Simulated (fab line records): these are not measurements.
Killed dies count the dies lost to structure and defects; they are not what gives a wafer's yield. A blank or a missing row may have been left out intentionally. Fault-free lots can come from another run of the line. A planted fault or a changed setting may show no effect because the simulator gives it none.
fab line records	flow n5_finfet	part 1 of 2: steps 1 to 21 of 31
[record] lots = 5	wafers = 15	last_day = 15
route steps=1938 shown BEOL_M12@1628
lots that met no fault: from a run of the same line without faults
start_h: the number of hours between the record's first day and the start of the first shown wafer of the lot	wait_h: hours from the lot's prior step to this one	" repeats the value in the row above	L1.1+2: a row that stands for several wafers	- no value, or no start given	* or withheld: withheld	< > ~ a bound
route shown NAME@n: names a module that has steps shown in the file, with the first one's number in the route	usual: mean/standard deviation taken from wafers without a fault	same: alike in all rows	chamber/n: place in a boat	sites: each site's reading	_std_site: how widely they spread, as a standard deviation	_edge_site: outer sites' mean less inner sites'	radius_mm: for every site, how far away it sits from the centre of the wafer	mask NAME#n: copy n	behind: the most recent tool/chamber to have shaped the wafer	hold: the reason the lot was held/the length of the hold in hours/how it ended	device: the n, p or np transistor that did not switch	end of line: tests run on the same wafers once the route is complete	a step given without rows: its recipe and nothing more	killed: at the first sort, the dies lost to defects and structure; wafer yield is something else	map: per-die view of a wafer (x killed, . not killed, _ where there is no die)
set.NAME: the setting as run; set.NAME@STEP: as run at that earlier step	model.NAME: the simulator's own value behind a step, which no gauge read
a table for each step, a row for each wafer; lots at some steps of the route
services: the hour from which a tool's chamber was out of use, counted from the record's first day as start_h (under 0 if before that day), plus the number of hours and why
[[steps]]
[step N5_BEOL_M12_EXPOSE_25]
[recipe] mask_id = M12	na = 0.93	source_shape = conventional	sigma_outer = 0.4	polarization = unpolarized	dose_mj = 21.8
lot.wafer	tool	chamber	start_h	wait_h	mask
L083.3+4+5	krf_scanner-02	0	287.59	-	M12#0
L085.4+5+6	krf_scanner-01	0	318.76	-	M12#0
L086.1+2+4	krf_scanner-02	0	319.19	-	M12#0
L088.2+3+6	krf_scanner-01	0	320.56	-	M12#0
L087.1+2+6	krf_scanner-02	0	323.50	-	M12#0
[step N5_BEOL_M12_PEB_26]
[recipe] peb_temp_c = 130	peb_time_s = 90
[usual] chill_plate_temp_C = 23.03/0.1
lot.wafer	tool	chamber	start_h	wait_h	chill_plate_temp_C
L083.3	litho_track-03	0	287.63	0.0	23.18
L083.4	"	0	"	"	22.96
L083.5	"	0	"	"	22.90
L085.4	litho_track-03	0	318.80	0.0	22.88
L085.5	"	0	"	"	23.04
L085.6	"	0	"	"	22.94
L086.1	litho_track-03	0	319.25	0.1	23.15
L086.2	"	0	"	"	23.07
L086.4	"	0	"	"	23.08
L088.2	litho_track-03	0	320.62	0.0	22.98
L088.3	"	0	"	"	23.19
L088.6	"	0	"	"	23.01
L087.1	litho_track-04	0	323.56	0.1	22.90
L087.2	"	0	"	"	23.17
L087.6	"	0	"	"	22.97
[step N5_BEOL_M12_DEVELOP_27]
[recipe] develop_time_s = 45	rinse_liquid = diw	dry = air_spin	dev_temp_c = 21
[usual] chill_plate_temp_C = 22.99/0.1
lot.wafer	tool	chamber	start_h	wait_h	chill_plate_temp_C
L083.3	litho_track-03	0	-	-	22.95
L083.4	"	0	"	"	22.74
L083.5	"	0	"	"	22.89
L085.4	litho_track-03	0	-	-	23.02
L085.5	"	0	"	"	22.89
L085.6	"	0	"	"	23.06
L086.1	litho_track-03	0	-	-	23.10
L086.2	"	0	"	"	22.94
L086.4	"	0	"	"	22.92
L088.2	litho_track-03	0	-	-	23.16
L088.3	"	0	"	"	22.98
L088.6	"	0	"	"	23.07
L087.1	litho_track-04	0	-	-	22.82
L087.2	"	0	"	"	22.86
L087.6	"	0	"	"	22.94
[step N5_BEOL_M12_HARDBAKE_32]
[recipe] temp_c = 130	time_s = 120
[usual] chill_plate_temp_C = 23.02/0.11
lot.wafer	tool	chamber	start_h	wait_h	chill_plate_temp_C
L083.3	litho_track-03	0	-	-	23.05
L083.4	"	0	"	"	23.01
L083.5	"	0	"	"	23.13
L085.4	litho_track-03	0	-	-	22.91
L085.5	"	0	"	"	23.00
L085.6	"	0	"	"	22.88
L086.1	litho_track-03	0	-	-	23.14
L086.2	"	0	"	"	23.15
L086.4	"	0	"	"	23.16
L088.2	litho_track-03	0	-	-	23.07
L088.3	"	0	"	"	23.01
L088.6	"	0	"	"	22.84
L087.1	litho_track-04	0	-	-	22.81
L087.2	"	0	"	"	22.87
L087.6	"	0	"	"	22.95
[step N5_BEOL_M12_CD_MEAS_28]
[recipe] target_cd_nm = 160.2	landing_energy_ev = 500	detector = se_inlens	polarity = opening
[usual] cd_nm = 160.3/1.4
lot.wafer	tool	chamber	start_h	wait_h	cd_nm
L083.3	cd_sem-02	0	287.75	-	159.1
L083.4	"	0	"	"	158.5
L083.5	"	0	"	"	162.5
L085.4	cd_sem-03	0	318.92	-	160.4
L085.5	"	0	"	"	159.8
L085.6	"	0	"	"	159.3
L086.1	cd_sem-02	0	319.36	-	160.2
L086.2	"	0	"	"	159.0
L086.4	"	0	"	"	158.7
L088.2	cd_sem-03	0	320.73	-	162.9
L088.3	"	0	"	"	159.7
L088.6	"	0	"	"	159.6
L087.1	cd_sem-02	0	323.68	-	159.6
L087.2	"	0	"	"	158.1
L087.6	"	0	"	"	159.3
[step N5_BEOL_M12_OVL_MEAS_29]
[recipe] points_per_wafer = 44
[usual] M12_OVL = 7/5.8
lot.wafer	tool	chamber	start_h	wait_h	M12_OVL[nm]
L083.3	overlay-02	0	287.78	0.0	14
L083.4	"	0	"	"	9
L083.5	"	0	"	"	11
L085.4	overlay-01	0	318.94	0.0	9
L085.5	"	0	"	"	17
L085.6	"	0	"	"	3
L086.1	overlay-02	0	319.39	0.0	8
L086.2	"	0	"	"	4
L086.4	"	0	"	"	-3
L088.2	overlay-01	0	320.76	0.0	17
L088.3	"	0	"	"	12
L088.6	"	0	"	"	14
L087.1	overlay-01	0	323.71	0.0	9
L087.2	"	0	"	"	10
L087.6	"	0	"	"	13
[step N5_BEOL_M12_INSPECT_30]
[recipe] mode = adi	inspect_instrument = macro
[usual] raw_defect_count = 2.0/1.4
lot.wafer	tool	chamber	start_h	wait_h	raw_defect_count
L083.3	defect_inspect-01	-	287.80	0.0	2
L083.4	"	-	"	"	3
L083.5	"	-	"	"	5
L085.4	defect_inspect-02	-	318.97	0.0	2
L085.5	"	-	"	"	3
L085.6	"	-	"	"	2
L086.1	defect_inspect-02	-	319.41	0.0	1
L086.2	"	-	"	"	1
L086.4	"	-	"	"	2
L088.2	defect_inspect-01	-	320.78	0.0	3
L088.3	"	-	"	"	4
L088.6	"	-	"	"	2
L087.1	defect_inspect-01	-	323.73	0.0	3
L087.2	"	-	"	"	1
L087.6	"	-	"	"	1
[step N5_BEOL_M12_DESCUM_33]
[recipe] chemistry = O2	time_s = 7.9	source_power_w = 50	bias_power_w = 20	pressure_mtorr = 20	rf_frequency_hz = 2.712e+07	temp_c = 40	o2_flow_sccm = 225
[usual] drypump_motor_current_A = 5.6/0.3	oes_product_au = 0.82/0.11	rf_vpp_V = 243.0/1.4	showerhead_plenum_p_Torr = 2.08/0.075	throttle_valve_pct = 20.4/0.3
lot.wafer	tool	chamber	start_h	wait_h	drypump_motor_current_A	oes_product_au	rf_hours_counter_h	rf_vpp_V	showerhead_plenum_p_Torr	throttle_valve_pct
L083.3	rie_diel-03	1	288.04	0.2	5.3	0.67	233	244.7	2.15	20.5
L083.4	"	1	"	"	5.3	0.67	-	244.2	2.14	20.5
L083.5	"	3	"	"	5.9	0.81	-	245.9	2.23	20.5
L085.4	rie_diel-02	3	319.02	0.0	5.6	0.70	-	243.4	2.05	21.0
L085.5	"	2	"	"	5.4	0.94	-	242.5	2.03	19.9
L085.6	"	0	"	"	5.6	0.97	-	242.3	2.07	20.2
L086.1	rie_diel-02	3	319.49	0.1	5.6	0.69	264	242.0	2.05	21.0
L086.2	"	0	"	"	5.6	0.97	1	241.4	2.07	20.2
L086.4	"	2	"	"	5.4	0.95	-	243.3	2.03	19.9
L088.2	rie_diel-02	0	320.82	0.0	5.6	0.96	2	243.4	2.07	20.2
L088.3	"	2	"	"	5.4	0.95	23	242.0	2.03	19.9
L088.6	"	2	"	"	5.4	0.95	-	244.6	2.03	19.9
L087.1	rie_diel-02	2	324.19	0.5	5.4	0.94	25	241.4	2.03	19.9
L087.2	"	0	"	"	5.6	0.95	4	242.5	2.07	20.2
L087.6	"	0	"	"	5.6	0.96	-	241.9	2.07	20.2
[step N5_BEOL_M12_ETCH_67]
[recipe] chemistry = CF4	target = SiARC	target_depth_a = 1430	time_s = 238.3	ion_energy_ev = 80	pressure_mtorr = 40	source_w = 545	bias_w = 36	Ar_flow_sccm = 100	cf4_flow_sccm = 100	ends = cleared
[usual] drypump_motor_current_A = 5.62/0.3	etch_rf_on_time_s = 236/5.1	oes_product_au = 0.70/0.098	rf_vpp_V = 184.0/1.2	showerhead_plenum_p_Torr = 2.14/0.07	throttle_valve_pct = 15.58/0.28
lot.wafer	tool	chamber	start_h	wait_h	drypump_motor_current_A	etch_rf_on_time_s	oes_product_au	rf_hours_counter_h	rf_vpp_V	showerhead_plenum_p_Torr	throttle_valve_pct
L083.3	rie_diel-03	1	288.08	0.0	5.30	232	0.59	233	184.5	2.19	15.74
L083.4	"	1	"	"	5.30	233	0.58	-	185.1	2.19	15.73
L083.5	"	3	"	"	5.91	245	0.68	-	186.4	2.24	15.54
L085.4	rie_diel-02	3	319.11	0.1	5.56	231	0.60	-	184.6	2.10	16.21
L085.5	"	2	"	"	5.42	227	0.82	-	183.7	2.11	15.25
L085.6	"	0	"	"	5.60	236	0.82	-	184.7	2.12	15.31
L086.1	rie_diel-02	3	319.52	0.0	5.57	230	0.60	264	184.3	2.10	16.21
L086.2	"	0	"	"	5.61	236	0.82	1	185.2	2.12	15.29
L086.4	"	2	"	"	5.46	227	0.82	-	183.5	2.10	15.22
L088.2	rie_diel-02	0	320.85	0.0	5.58	237	0.82	2	184.9	2.12	15.29
L088.3	"	2	"	"	5.39	231	0.81	23	184.2	2.10	15.25
L088.6	"	2	"	"	5.42	231	0.81	-	182.9	2.10	15.24
L087.1	rie_diel-02	2	324.24	0.0	5.39	230	0.81	25	184.1	2.10	15.24
L087.2	"	0	"	"	5.61	237	0.81	4	182.4	2.12	15.30
L087.6	"	0	"	"	5.61	238	0.80	-	184.7	2.12	15.29
[step N5_BEOL_M12_ETCH_68]
[recipe] chemistry = N2/H2	target = SOC	mask_material = SiARC	source_w = 3000	bias_w = 350	temp_c = 40	time_s = 285	ion_energy_ev = 200	pressure_mtorr = 30	n2_flow_sccm = 200	h2_flow_sccm = 200
[usual] drypump_motor_current_A = 5.6/0.3	h2_flow_sccm = 200.0/0.58	oes_product_au = 0.82/0.11	rf_vpp_V = 523.6/2.4	showerhead_plenum_p_Torr = 2.53/0.088	throttle_valve_pct = 17.7/0.31
lot.wafer	tool	chamber	start_h	wait_h	drypump_motor_current_A	h2_flow_sccm	oes_product_au	rf_hours_counter_h	rf_vpp_V	showerhead_plenum_p_Torr	throttle_valve_pct
L083.3	rie_diel-03	1	288.22	0.1	5.3	201.4	0.67	233	526.9	2.61	17.9
L083.4	"	1	"	"	5.3	200.7	0.67	-	525.0	2.61	17.9
L083.5	"	3	"	"	5.9	199.4	0.80	-	526.2	2.68	17.8
L085.4	rie_diel-02	3	319.27	0.1	5.6	200.5	0.69	-	523.2	2.49	18.3
L085.5	"	2	"	"	5.4	199.8	0.93	-	523.6	2.50	17.4
L085.6	"	0	"	"	5.6	199.4	0.98	-	520.6	2.49	17.3
L086.1	rie_diel-02	3	319.67	0.1	5.6	199.8	0.70	264	522.6	2.49	18.3
L086.2	"	0	"	"	5.7	200.8	0.98	1	522.1	2.49	17.3
L086.4	"	2	"	"	5.4	199.6	0.94	-	522.5	2.50	17.4
L088.2	rie_diel-02	0	321.00	0.1	5.6	200.2	0.97	2	522.9	2.49	17.4
L088.3	"	2	"	"	5.4	199.9	0.93	23	522.2	2.50	17.4
L088.6	"	2	"	"	5.4	200.4	0.93	-	521.8	2.50	17.4
L087.1	rie_diel-02	2	324.46	0.1	5.4	201.1	0.93	26	522.6	2.50	17.4
L087.2	"	0	"	"	5.6	200.0	0.96	5	522.2	2.49	17.3
L087.6	"	0	"	"	5.6	200.4	0.95	-	522.3	2.49	17.3
[step N5_BEOL_M12_STRIP_69]
[recipe] chemistry = N2/H2	temp_c = 40	n2_flow_sccm = 200	h2_flow_sccm = 200	rf_frequency_hz = 6e+07
lot.wafer	tool	chamber	start_h	wait_h
L083.3+4+5	rie_diel-03	1,1,3	288.39	0.1
L085.4+5+6	rie_diel-02	3,2,0	319.36	0.0
L086.1+2+4	rie_diel-02	3,0,2	319.84	0.1
L088.2+3+6	rie_diel-02	0,2,2	321.17	0.1
L087.1+2+6	rie_diel-02	2,0,0	324.72	0.2
[step N5_BEOL_M12_TRENCH_ETCH_34]
[recipe] chemistry = C4F8/O2/Ar	target = SiOC	target_depth_a = 3189.5	mask_material = SOC	pressure_mtorr = 30	source_w = 3000	bias_w = 700	Ar_flow_sccm = 400	C4F8_flow_sccm = 15	O2_flow_sccm = 8	he_inner_torr = 15	he_outer_torr = 30	time_s = 125.5	ion_energy_ev = 250
[usual] drypump_motor_current_A = 5.6/0.3	oes_product_au = 0.82/0.11	rf_vpp_V = 665/3.1	showerhead_plenum_p_Torr = 3.40/0.11	throttle_valve_pct = 24.12/0.28
lot.wafer	tool	chamber	start_h	wait_h	drypump_motor_current_A	oes_product_au	rf_hours_counter_h	rf_vpp_V	showerhead_plenum_p_Torr	throttle_valve_pct
L083.3	rie_diel-03	1	288.40	0.0	5.3	0.67	234	668	3.49	24.15
L083.4	"	1	"	"	5.3	0.67	-	666	3.49	24.15
L083.5	"	3	"	"	5.9	0.80	-	671	3.56	24.02
L085.4	rie_diel-02	3	319.42	0.1	5.6	0.69	-	664	3.35	24.71
L085.5	"	2	"	"	5.4	0.92	-	665	3.35	23.81
L085.6	"	0	"	"	5.6	0.97	-	664	3.36	23.87
L086.1	rie_diel-02	3	319.85	0.0	5.6	0.70	264	664	3.35	24.72
L086.2	"	0	"	"	5.6	0.98	2	664	3.36	23.87
L086.4	"	2	"	"	5.5	0.94	-	664	3.35	23.83
L088.2	rie_diel-02	0	321.18	0.0	5.6	0.96	3	664	3.36	23.87
L088.3	"	2	"	"	5.4	0.93	24	663	3.35	23.83
L088.6	"	2	"	"	5.4	0.92	-	663	3.35	23.81
L087.1	rie_diel-02	2	324.74	0.0	5.4	0.93	26	664	3.35	23.82
L087.2	"	0	"	"	5.6	0.96	5	665	3.36	23.89
L087.6	"	0	"	"	5.6	0.96	-	665	3.36	23.88
[step N5_BEOL_M12_STRIP_70]
[recipe] chemistry = C4F8/O2/Ar	resist = SiARC	rf_frequency_hz = 6e+07
lot.wafer	tool	chamber	start_h	wait_h
L083.3+4+5	rie_diel-03	1,1,3	288.52	0.1
L085.4+5+6	rie_diel-02	3,2,0	319.48	0.0
L086.1+2+4	rie_diel-02	3,0,2	319.97	0.1
L088.2+3+6	rie_diel-02	0,2,2	321.30	0.1
L087.1+2+6	rie_diel-02	2,0,0	324.91	0.1
[step N5_BEOL_M12_OCD_MEAS_35]
[usual] trench_depth_nm = 319/4.9
lot.wafer	tool	chamber	start_h	wait_h	trench_depth_nm
L083.3	ocd-02	-	288.56	0.0	315
L083.4	"	-	"	"	312
L083.5	"	-	"	"	309
L085.4	ocd-01	-	319.52	0.0	318
L085.5	"	-	"	"	317
L085.6	"	-	"	"	325
L086.1	ocd-01	-	320.00	0.0	324
L086.2	"	-	"	"	329
L086.4	"	-	"	"	324
L088.2	ocd-01	-	321.34	0.0	323
L088.3	"	-	"	"	319
L088.6	"	-	"	"	316
L087.1	ocd-01	-	324.95	0.0	324
L087.2	"	-	"	"	330
L087.6	"	-	"	"	329
[step N5_BEOL_M12_STRIP_37]
[recipe] chemistry = N2/H2	power_w = 1000	temp_c = 250	h2_frac = 0.65	overash_fraction = 0.3	pressure_mtorr = withheld	n2_flow_sccm = 1750	h2_flow_sccm = 3250
[usual] drypump_motor_current_A = 5.5/0.47	h2_flow_sccm = 3248/9.2	heater_power_w = 354/8.7	oes_product_au = 0.790/0.0095
lot.wafer	tool	chamber	start_h	wait_h	drypump_motor_current_A	h2_flow_sccm	heater_power_w	oes_product_au	rf_hours_counter_h
L083.3	plasma_asher-01	1	288.62	0.1	6.0	3252	349	0.798	-
L083.4	"	0	"	"	6.4	3259	345	0.782	-
L083.5	"	0	"	"	6.5	3244	342	0.795	-
L085.4	plasma_asher-02	0	319.58	0.1	5.2	3252	361	0.808	-
L085.5	"	1	"	"	5.2	3261	365	0.775	-
L085.6	"	0	"	"	5.2	3239	342	0.787	-
L086.1	plasma_asher-02	0	320.04	0.0	5.2	3260	357	0.792	86
L086.2	"	1	"	"	5.2	3254	358	0.795	86
L086.4	"	0	"	"	5.2	3241	351	0.781	-
L088.2	plasma_asher-02	0	321.38	0.0	5.2	3274	358	0.789	86
L088.3	"	1	"	"	5.2	3264	369	0.777	-
L088.6	"	1	"	"	5.2	3252	352	0.805	-
L087.1	plasma_asher-01	0	324.99	0.0	6.4	3233	331	0.796	134
L087.2	"	1	"	"	6.0	3254	348	0.770	134
L087.6	"	0	"	"	6.5	3223	329	0.762	-
[step N5_BEOL_M12_ETCH_38]
[recipe] chemistry = CF4/N2	target = SiCN	target_depth_a = 687	taper_deg = 2	time_s = 73.4	ion_energy_ev = 150	mask_material = SiO2	pressure_mtorr = 40	source_w = 430	bias_w = 70	Ar_flow_sccm = 100	cf4_flow_sccm = 60	n2_flow_sccm = 60
[usual] drypump_motor_current_A = 5.65/0.28	oes_product_au = 0.81/0.11	rf_vpp_V = 382.1/1.8	showerhead_plenum_p_Torr = 2.20/0.069	throttle_valve_pct = 15.44/0.29
lot.wafer	tool	chamber	start_h	wait_h	drypump_motor_current_A	oes_product_au	rf_hours_counter_h	rf_vpp_V	showerhead_plenum_p_Torr	throttle_valve_pct
L083.3	rie_diel-03	0	292.65	-	5.55	0.74	192	379.7	2.11	15.59
L083.4	"	2	"	"	6.06	0.95	0	382.6	2.18	15.00
L083.5	"	2	"	"	6.10	0.96	-	381.3	2.18	14.99
L085.4	rie_diel-02	2	321.36	-	5.40	0.95	-	379.3	2.17	15.05
L085.5	"	0	"	"	5.60	0.95	-	383.5	2.18	15.10
L085.6	"	3	"	"	5.57	0.70	-	381.7	2.16	16.05
L086.1	rie_diel-02	2	321.41	-	5.44	0.95	24	380.3	2.17	15.07
L086.2	"	3	"	"	5.57	0.69	265	381.1	2.16	16.04
L086.4	"	0	"	"	5.61	0.96	-	380.7	2.18	15.07
L088.2	rie_diel-02	3	321.54	-	5.56	0.70	266	381.2	2.16	16.04
L088.3	"	2	"	"	5.33	0.96	24	381.1	2.17	15.08
L088.6	"	0	"	"	5.60	0.96	-	382.1	2.18	15.10
L087.1	rie_diel-03	1	329.16	-	5.28	0.68	246	383.7	2.26	15.58
L087.2	"	3	"	"	5.92	0.79	104	383.4	2.31	15.39
L087.6	"	2	"	"	6.13	0.90	-	379.8	2.17	15.02
[step N5_BEOL_M12_PRECLEAN_39]
[recipe] chemistry = residue_remover	time_s = 60	temp_c = 40
lot.wafer	tool	chamber	start_h	wait_h
L083.3+4+5	wet_bench-06	0,3,6	292.78	0.1
L085.4+5+6	wet_bench-06	3,1,5	321.44	0.0
L086.1+2+4	wet_bench-05	5,7,6	321.54	0.1
L088.2+3+6	wet_bench-06	4,0,3	321.67	0.1
L087.1+2+6	wet_bench-06	2,6,5	329.32	0.1
[step N5_BEOL_M12_SRD_40]
[recipe] time_s = 30	temp_c = 23	rinse_liquid = diw	dry = n2_spin	spin_rpm = 1500	dry_time_s = 30
[usual] do_supply_ppb = 10.00/0.1
lot.wafer	tool	chamber	start_h	wait_h	do_supply_ppb
L083.3	wet_bench-06	0	292.80	0.0	9.91
L083.4	"	3	"	"	10.05
L083.5	"	6	"	"	10.02
L085.4	wet_bench-06	3	321.46	0.0	10.09
L085.5	"	1	"	"	10.01
L085.6	"	5	"	"	9.91
L086.1	wet_bench-05	5	321.58	0.0	10.00
L086.2	"	7	"	"	10.11
L086.4	"	6	"	"	10.04
L088.2	wet_bench-06	4	321.69	0.0	9.97
L088.3	"	0	"	"	9.89
L088.6	"	3	"	"	10.14
L087.1	wet_bench-06	2	329.34	0.0	10.06
L087.2	"	6	"	"	9.88
L087.6	"	5	"	"	9.83
[step N5_BEOL_M12_DEGAS_41]
[recipe] ambient = vacuum	temp_c = 250	time_s = 60
[usual] heater_power_w = 324/37
lot.wafer	tool	chamber	start_h	wait_h	heater_power_w
L083.3	pvd_sputter-03	-	293.35	0.5	344
L083.4	"	-	"	"	386
L083.5	"	-	"	"	345
L086.1	pvd_sputter-02	-	321.81	0.2	273
L086.2	"	-	"	"	386
L086.4	"	-	"	"	358
L085.4	pvd_sputter-03	-	321.81	0.3	338
L085.5	"	-	"	"	277
L085.6	"	-	"	"	379
L088.2	pvd_sputter-01	-	321.84	0.1	312
L088.3	"	-	"	"	312
L088.6	"	-	"	"	348
L087.1	pvd_sputter-02	-	329.39	0.0	356
L087.2	"	-	"	"	279
L087.6	"	-	"	"	273
[step N5_BEOL_M12_PRE_CLEAN_42]
[recipe] gas = H2/He	time_s = 30	temp_c = 250
[usual] heater_power_w = 325/37
lot.wafer	tool	chamber	start_h	wait_h	heater_power_w
L083.3	pvd_sputter-03	-	293.39	0.0	344
L083.4	"	-	"	"	383
L083.5	"	-	"	"	348
L086.1	pvd_sputter-02	-	321.85	0.0	272
L086.2	"	-	"	"	371
L086.4	"	-	"	"	347
L085.4	pvd_sputter-03	-	321.85	0.0	350
L085.5	"	-	"	"	276
L085.6	"	-	"	"	390
L088.2	pvd_sputter-01	-	321.88	0.0	322
L088.3	"	-	"	"	318
L088.6	"	-	"	"	343
L087.1	pvd_sputter-02	-	329.43	0.0	346
L087.2	"	-	"	"	270
L087.6	"	-	"	"	275
[step N5_BEOL_M12_SPUTTER_43]
[recipe] material = TaN	target_thk_a = 150	temp_c = 50	bias_v = 168.6	power_w = 15000	chamber_pressure_pa = 0.12	time_s = 24.19
[usual] throttle_valve_pct = 30.1/0.63
lot.wafer	tool	chamber	start_h	wait_h	throttle_valve_pct
L083.3	pvd_sputter-03	-	293.43	0.0	28.4
L083.4	"	-	"	"	30.8
L083.5	"	-	"	"	28.7
L086.1	pvd_sputter-02	-	321.89	0.0	30.5
L086.2	"	-	"	"	29.3
L086.4	"	-	"	"	30.0
L085.4	pvd_sputter-03	-	321.91	0.0	28.9
L085.5	"	-	"	"	30.8
L085.6	"	-	"	"	30.8
L088.2	pvd_sputter-01	-	321.92	0.0	30.5
L088.3	"	-	"	"	29.4
L088.6	"	-	"	"	30.0
L087.1	pvd_sputter-02	-	329.47	0.0	30.1
L087.2	"	-	"	"	30.0
L087.6	"	-	"	"	30.1
